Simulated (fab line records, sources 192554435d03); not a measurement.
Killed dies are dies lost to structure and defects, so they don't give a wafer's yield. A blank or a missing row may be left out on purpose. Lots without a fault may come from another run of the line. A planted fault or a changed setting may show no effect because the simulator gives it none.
One fault seen from 2 desks | flow n5_finfet | each desk has only its own numbers; what lay behind them comes last

THE TOOL OWNER'S DESK: litho_track-04
The tool's own readings at N5_BEOL_M3_COAT_61 (time 60 s, resist thk 60 nm): means of the sampled wafers that have a number, for each lot that ran on this tool. A lot is out of limits, marked OUT, if its mean lies more than 4 standard deviations from the usual mean; the brackets give that distance.
Columns: A = spin_speed_rpm at N5_BEOL_M3_COAT_61, usual 1499.8 rpm
lot  | first seen here | A
L106 | day 8 22:31     | 1500.4
L111 | day 10 02:09    | 1500.2
L110 | day 10 08:43    | 1499.6
L115 | day 10 09:41    | 1296.5 (-99 or more) OUT
L112 | day 11 01:45    | 1298.3 (-99 or more) OUT
L125 | day 14 02:17    | 1499.7
L124 | day 14 09:39    | 1498.4
This desk's finding: out of limits on L112, L115; first on L115, day 10 09:41 (spin_speed_rpm at N5_BEOL_M3_COAT_61). In limits: L106, L111, L110, L125, L124.

THE METROLOGY DESK
What the gauges read, lot by lot, whatever tool the lot ran on: means of the sampled wafers that have a number. A lot is out of limits, marked OUT, if its mean lies more than 4 standard deviations from the usual mean; the brackets give that distance. Of its 11 readings 7 are shown: those that lie furthest out on some lot.
Columns: A = DIBL_N at N5_BEOL_M4_RC_MEAS_101, usual 36.1 mV/V; B = DIBL_P at N5_BEOL_M4_RC_MEAS_101, usual 36 mV/V; C = IOFF_N at N5_BEOL_M4_RC_MEAS_101, usual 0.16 nA/um; D = IOFF_P at N5_BEOL_M4_RC_MEAS_101, usual 0.21 nA/um; E = SS_P at N5_BEOL_M4_RC_MEAS_101, usual 73.2 mV/dec; F = VT_N at N5_BEOL_M4_RC_MEAS_101, usual 249 mV; G = VT_P at N5_BEOL_M4_RC_MEAS_101, usual -250 mV
lot  | first seen here | A    | B  | C    | D    | E    | F   | G
L103 | day 8 17:02     | 37.4 | 37 | 0.17 | 0.25 | 73.4 | 249 | -247
L106 | day 8 19:37     | 38.0 | 40 | 0.20 | 0.27 | 73.9 | 246 | -246
L111 | day 9 23:53     | 35.2 | 34 | 0.13 | 0.16 | 72.8 | 253 | -256
L110 | day 10 06:26    | 39.0 | 40 | 0.22 | 0.26 | 74.5 | 247 | -249
L115 | day 10 08:49    | 34.8 | 34 | 0.12 | 0.17 | 72.4 | 254 | -254
L112 | day 11 01:32    | 30.8 | 30 | 0.09 | 0.14 | 71.9 | 256 | -254
L118 | day 12 11:57    | 35.7 | 36 | 0.16 | 0.19 | 73.2 | 247 | -253
L123 | day 13 17:55    | 37.8 | 39 | 0.18 | 0.23 | 74.3 | 248 | -252
L125 | day 14 01:53    | 37.1 | 35 | 0.16 | 0.19 | 73.1 | 248 | -250
L124 | day 14 09:26    | 40.1 | 43 | 0.28 | 0.35 | 75.1 | 241 | -241
L126 | day 15 02:05    | 38.3 | 40 | 0.21 | 0.26 | 73.7 | 246 | -248
This desk's finding: nothing out of limits on any of the 11 lots.

PUT TOGETHER
The tool owner's desk could have raised an alarm at day 10 09:41, on L112, L115.
The metrology desk saw nothing out of limits.
The metrology desk has L112, L115 on record, within its limits.
Of the lots named, all ran N5_BEOL_M3_COAT_61 on litho_track-04.

WHAT THE SIMULATOR HAD PUT IN
Process parameter drift: litho_track-04, from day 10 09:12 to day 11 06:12, at N5_BEOL_M3_COAT_61. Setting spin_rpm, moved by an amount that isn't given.
Lots struck among those shown: L112, L115.
Hours from the fault's start to each desk's first reading out of limits: the tool owner's desk, 0.
